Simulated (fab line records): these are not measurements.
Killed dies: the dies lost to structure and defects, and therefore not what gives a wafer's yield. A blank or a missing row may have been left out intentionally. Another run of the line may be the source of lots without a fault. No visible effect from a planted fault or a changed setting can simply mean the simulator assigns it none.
One fault through the eyes of 2 desks | flow n5Finfet | each desk holds nothing but its own numbers, with what lay behind them at the end

FROM THE METROLOGY DESK
What the gauges read, lot by lot, whatever tool the lot ran on: means of the sampled wafers that have a number. Any lot whose mean is over 4 standard deviations away from the usual mean is out of limits and marked OUT; that distance is given in the brackets. It has 13 readings; the 7 that lie furthest out on some lot are the ones shown.
Columns: A = PMOS_HMC_BLK_OVL at N5_PMOS_HMC_CHANNEL_EPI_OVL_MEAS_10, usual 0.0 nm; B = HMC_CMP_THK at N5_PMOS_HMC_CHANNEL_EPI_THK_MEAS_22, usual 54.1 nm; C = CJ_P at N5_BEOL_M4_RC_MEAS_101, usual 5.78; D = ION_N at N5_BEOL_M4_RC_MEAS_101, usual 672 uA/um; E = ION_P at N5_BEOL_M4_RC_MEAS_101, usual 462 uA/um; F = VT_N at N5_BEOL_M4_RC_MEAS_101, usual 249.9 mV; G = VT_P at N5_BEOL_M4_RC_MEAS_101, usual -249.8 mV
lot  | first seen here | A    | B    | C    | D   | E   | F     | G
L819 | day 1 23:35     | 0.5  | 54.3 | 5.81 | 674 | 461 | 247.7 | -249.3
L820 | day 2 05:32     | 0.3  | 53.8 | 5.91 | 670 | 454 | 249.8 | -253.2
L824 | day 3 05:08     | 0.6  | 54.7 | 5.56 | 674 | 455 | 248.8 | -253.1
L825 | day 3 11:26     | -0.3 | 53.7 | 5.89 | 679 | 460 | 248.7 | -249.0
L832 | day 5 05:27     | -0.8 | 54.6 | 5.76 | 670 | 466 | 249.2 | -245.3
L833 | day 5 11:34     | -0.7 | 51.9 | 6.14 | 671 | 463 | 248.9 | -248.2
L834 | day 5 17:31     | 0.1  | 54.0 | 5.69 | 664 | 459 | 252.7 | -251.1
L835 | day 5 23:38     | 0.2  | 51.5 | 6.21 | 688 | 470 | 246.1 | -247.8
L840 | day 7 05:56     | -0.4 | 54.9 | 5.58 | 674 | 460 | 249.1 | -249.5
Result from this desk: across the 9 lots, nothing is out of limits.

FOR THE TOOL OWNER'S DESK: rieSi-06
The tool's own readings at N5_PMOS_HMC_CHANNEL_EPI_FIN_RECESS_16 (chemistry HBr/Cl2, target Si, target depth 54 nm, time 18 s): means of the sampled wafers that have a number, for each lot that ran on this tool. Any lot whose mean is over 4 standard deviations away from the usual mean is out of limits and marked OUT; that distance is given in the brackets.
Columns: A = HBr_flow_sccm at N5_PMOS_HMC_CHANNEL_EPI_FIN_RECESS_16, usual 150.0 sccm; B = drypumpMotorCurrentA at N5_PMOS_HMC_CHANNEL_EPI_FIN_RECESS_16, usual 5.7 A; C = oesProductAu at N5_PMOS_HMC_CHANNEL_EPI_FIN_RECESS_16, usual 1.000 a.u.; D = throttleValvePct at N5_PMOS_HMC_CHANNEL_EPI_FIN_RECESS_16, usual 35.28 %
lot  | first seen here | A     | B   | C     | D
L819 | day 2 00:13     | 150.3 | 5.8 | 0.984 | 35.54
L820 | day 2 06:04     | 149.6 | 6.1 | 0.984 | 35.20
L833 | day 5 12:24     | 149.5 | 6.0 | 0.980 | 35.31
L835 | day 6 00:10     | 150.0 | 5.9 | 0.989 | 35.32
Result from this desk: across the 4 lots, nothing is out of limits.

BROUGHT TOGETHER
From the metrology desk's view, nothing was out of limits.
The tool owner's desk saw nothing out of limits.

WHAT THE SIMULATOR HAD INSERTED
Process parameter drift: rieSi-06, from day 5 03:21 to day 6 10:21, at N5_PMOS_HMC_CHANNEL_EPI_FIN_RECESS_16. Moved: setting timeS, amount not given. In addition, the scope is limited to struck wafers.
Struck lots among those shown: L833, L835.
